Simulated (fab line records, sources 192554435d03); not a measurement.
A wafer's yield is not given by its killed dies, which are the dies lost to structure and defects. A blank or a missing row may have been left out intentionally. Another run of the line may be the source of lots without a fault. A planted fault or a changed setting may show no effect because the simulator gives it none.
Which of the tools did it?	flow n5_finfet	11 lots, 32 wafers sampled, at 5 steps of a route of 1938

WHAT THE GAUGES READ, wafer by wafer
N5_BEOL_M13_OVL_MEAS_11. Usual: for V12_OVL the level is 1 nm and the standard deviation is 5.9.
lot	measured	on	V12_OVL (nm)	flag
L363	day 10 21:38	overlay-02	6 3 11	
L364	day 11 05:07	overlay-01	11 8 10	
L365	day 11 14:53	overlay-02	0 3 -1	
L369	day 12 11:02	overlay-01	-1 -5 -5	
L371	day 12 18:33	overlay-02	0 2 -7	
L370	day 13 05:12	overlay-01	8 16 7	
L375	day 14 09:25	overlay-02	69 66 75	OFF
L376	day 14 20:43	overlay-01	77 63	OFF
L378	day 15 08:07	overlay-02	4 -5 3	
L380	day 15 15:28	overlay-01	3 -1 -1	
L381	day 15 20:58	overlay-01	-3 2 -7	

N5_BEOL_M13_INSPECT_12: inspects for defects (macro). Usual: 2.1 for raw_defect_count, sd 1.4.
lot	measured	on	raw_defect_count	flag
L363	day 10 21:40	defect_inspect-02	0 3 5	
L364	day 11 05:08	defect_inspect-01	1 1 1	
L365	day 11 14:55	defect_inspect-02	1 1 5	
L369	day 12 11:04	defect_inspect-02	0 1 1	
L371	day 12 18:34	defect_inspect-01	2 0 2	
L370	day 13 05:13	defect_inspect-02	4 2 2	
L375	day 14 09:26	defect_inspect-02	4 2 2	
L376	day 14 20:44	defect_inspect-02	1 0	
L378	day 15 08:08	defect_inspect-01	4 3 2	
L380	day 15 15:29	defect_inspect-01	1 2 3	
L381	day 15 20:59	defect_inspect-02	5 2 2	

EACH LOT AND THE TOOL THAT RAN IT (in order: tool; ch and the chambers of the sampled wafers; start)
lot	N5_BEOL_M12_ETCH_38	N5_BEOL_M13_ILD_DEP_00	N5_BEOL_M13_EXPOSE_07
L363	rie_diel-03 ch 0,1,2, day 10 19:15	pecvd-02 ch 0,1,2, day 10 21:09	krf_scanner-01 ch 0, day 10 21:27
L364	rie_diel-03 ch 0,1,2, day 11 02:38	pecvd-03 ch 1,2, day 11 04:34	krf_scanner-02 ch 0, day 11 04:55
L365	rie_diel-02 ch 0,3, day 11 12:29	pecvd-03 ch 0,1,2, day 11 14:17	krf_scanner-01 ch 0, day 11 14:41
L369	rie_diel-04 ch 1,2, day 12 07:29	pecvd-03 ch 0,1, day 12 10:26	krf_scanner-02 ch 0, day 12 10:50
L371	rie_diel-03 ch 0,1,2, day 12 16:17	pecvd-03 ch 0,1,2, day 12 17:56	krf_scanner-01 ch 0, day 12 18:21
L370	rie_diel-02 ch 0,2,3, day 13 02:44	pecvd-03 ch 0,1, day 13 04:35	krf_scanner-02 ch 0, day 13 05:00
L375	rie_diel-02 ch 1,2,3, day 14 06:44	pecvd-01 ch 0,2, day 14 08:56	krf_scanner-01 ch 0, day 14 09:13
L376	rie_diel-02 ch 0,1, day 14 18:40	pecvd-03 ch 0,2, day 14 20:10	krf_scanner-01 ch 0, day 14 20:31
L378	rie_diel-03 ch 1,3, day 15 05:28	pecvd-01 ch 0,1, day 15 07:26	krf_scanner-02 ch 0, day 15 07:54
L380	rie_diel-02 ch 2,3, day 15 13:20	pecvd-02 ch 0,1, day 15 14:59	krf_scanner-02 ch 0, day 15 15:16
L381	rie_diel-02 ch 0,2,3, day 15 18:33	pecvd-02 ch 0,2, day 15 20:21	krf_scanner-02 ch 0, day 15 20:46
- N5_BEOL_M12_ETCH_38: etches SiCN in CF4/N2, target depth 68.7 nm, time 73.4 s.
- N5_BEOL_M13_ILD_DEP_00: deposits SiOC from DEMS/O2, target thk 837.92 nm, time 166.4 s.
- N5_BEOL_M13_EXPOSE_07: exposes mask V12.

AS READ BY THE TOOLS THEMSELVES (means over the sampled wafers that have a number; for cases with no such wafer, the mark the record gives instead)
N5_BEOL_M12_ETCH_38. Usual: cf4_flow_sccm 59.99 sccm, standard deviation 0.17; drypump_motor_current_A 5.6 A, standard deviation 0.39; oes_product_au 0.83 a.u., standard deviation 0.097; rf_vpp_V 383.0 V, standard deviation 1.8; showerhead_plenum_p_Torr 2.23 Torr, standard deviation 0.068; throttle_valve_pct 15.29 %, standard deviation 0.19.
lot	tool	cf4_flow_sccm (sccm)	drypump_motor_current_A (A)	oes_product_au (a.u.)	rf_vpp_V (V)	showerhead_plenum_p_Torr (Torr)	throttle_valve_pct (%)	flag
L363	rie_diel-03	59.90	5.4	0.76	382.0	2.20	15.28	
L364	rie_diel-03	60.08	5.5	0.77	381.8	2.20	15.28	
L365	rie_diel-02	60.01	5.4	0.70	380.5	2.12	15.41	
L369	rie_diel-04	59.95	5.8	0.94	384.8	2.28	15.14	
L371	rie_diel-03	60.02	5.4	0.76	382.6	2.20	15.30	
L370	rie_diel-02	59.96	5.4	0.78	381.1	2.17	15.44	
L375	rie_diel-02	60.03	5.7	0.85	383.3	2.23	15.34	
L376	rie_diel-02	59.97	5.8	0.92	385.1	2.30	14.99	
L378	rie_diel-03	60.20	5.6	0.83	385.2	2.29	15.32	
L380	rie_diel-02	60.05	5.5	0.76	382.2	2.20	15.52	
L381	rie_diel-02	60.07	5.4	0.83	384.1	2.25	15.30	

N5_BEOL_M13_ILD_DEP_00. Usual: heater_power_w 479 W, standard deviation 67; showerhead_plenum_p_Torr 5.702 Torr, standard deviation 0.015; showerhead_vpp_V 1355 V, standard deviation 68; throttle_valve_pct 11.8 %, standard deviation 0.56.
lot	tool	heater_power_w (W)	showerhead_plenum_p_Torr (Torr)	showerhead_vpp_V (V)	throttle_valve_pct (%)	flag
L363	pecvd-02	464	5.694	1346	11.5	
L364	pecvd-03	423	5.697	1341	12.7	
L365	pecvd-03	436	5.693	1333	12.1	
L369	pecvd-03	423	5.691	1319	11.9	
L371	pecvd-03	440	5.687	1338	12.1	
L370	pecvd-03	475	5.685	1336	12.2	
L375	pecvd-01	502	5.708	1451	11.3	
L376	pecvd-03	409	5.703	1316	11.9	
L378	pecvd-01	542	5.711	1378	11.9	
L380	pecvd-02	476	5.697	1418	11.6	
L381	pecvd-02	467	5.697	1292	11.7	

THE ANSWER, worked out from the rows above alone
Rule: lot off if the mean of its wafers having a number is beyond 3 standard deviations from the usual mean. A lot without any number at a reading at which 4 lots or more have one is off too. The other lots that the step has rows for count as sound. Order of review: gauges by route order, followed by the tools' own readings, for which a lot's mean as printed above is used. The first step at which some lot is off is used, and at that step the reading that is off furthest; a lot without a number counts as furthest.
Off: L375, L376, at N5_BEOL_M13_OVL_MEAS_11 (V12_OVL).
A tool fits if, at a process step before that reading, it ran every lot that is off, and no sound lot after the first of them. The gauges at N5_BEOL_M13_OVL_MEAS_11 are tried like those tools. One fits: krf_scanner-01 at N5_BEOL_M13_EXPOSE_07. A fault onset in the window from L371 (day 12 18:21, its last sound lot) to L375 (day 14 09:13, its first lot off) fits.

WHAT THE SIMULATOR HAD PUT IN
Scanner matching overlay: krf_scanner-01, from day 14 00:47 on, at N5_BEOL_M13_EXPOSE_07. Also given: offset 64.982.
Lots struck among those shown: L375, L376. This agrees with what the rule above found.
